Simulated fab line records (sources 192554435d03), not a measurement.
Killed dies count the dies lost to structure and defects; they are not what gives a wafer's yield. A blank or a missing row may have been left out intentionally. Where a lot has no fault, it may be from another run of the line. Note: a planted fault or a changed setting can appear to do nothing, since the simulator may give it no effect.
Matching of chambers    flow n5Finfet    pecvd-02 running N5_BEOL_M1_ILD_DEP_00: 3 sister chambers
The step deposits SiOC from DEMS/O2, target thk 79 nm, time 15.3 s. 3 wafers are shown with their chamber, then 12 later ones without.

WAFERS, EACH WITH ITS CHAMBER
wafer   chamber  showerheadPlenumPTorr (Torr)
L093.1  2        5.699
L093.2  0        5.676
L093.3  1        5.690

WAFERS WITH NO CHAMBER GIVEN
wafer   showerheadPlenumPTorr (Torr)
L093.4  5.686
L093.5  5.708
L093.6  5.676
L094.2  5.732
L094.3  5.686
L094.5  5.677
L095.4  5.711
L095.5  5.681
L095.6  5.684
L096.2  5.703
L096.3  5.694
L096.6  5.694

WHICH CHAMBER EACH WENT THROUGH
wafer   from the rows above           in truth
L093.4  can't be placed: 1 or 0 or 2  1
L093.5  can't be placed: 2 or 1       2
L093.6  can't be placed: 0 or 1       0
L094.2  can't be placed: 2 or 1       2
L094.3  can't be placed: 1 or 0 or 2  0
L094.5  can't be placed: 0 or 1 or 2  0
L095.4  can't be placed: 2 or 1       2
L095.5  can't be placed: 0 or 1 or 2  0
L095.6  can't be placed: 1 or 0 or 2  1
L096.2  can't be placed: 2 or 1       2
L096.3  can't be placed: 1 or 2 or 0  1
L096.6  can't be placed: 1 or 2 or 0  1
Correct placement for 0 of the 12. Unplaceable from these rows: 12, with the true chamber sitting among the candidates in 12. 0 placed wrongly.
How it was worked out, from the rows above alone: a wafer's distance from a chamber is the root of the sum, over the readings, of the square of ((its reading less the chamber's mean) divided by the reading's scatter). If the next closest chamber is less than 2 further off than the closest, the wafer can't be placed; otherwise it belongs to the closest. The mean given for a chamber averages the wafers shown for that chamber. The scatter (one wafer shown for each chamber): square how far every hidden wafer sits from the nearest shown wafer, average those squares and take the square root.
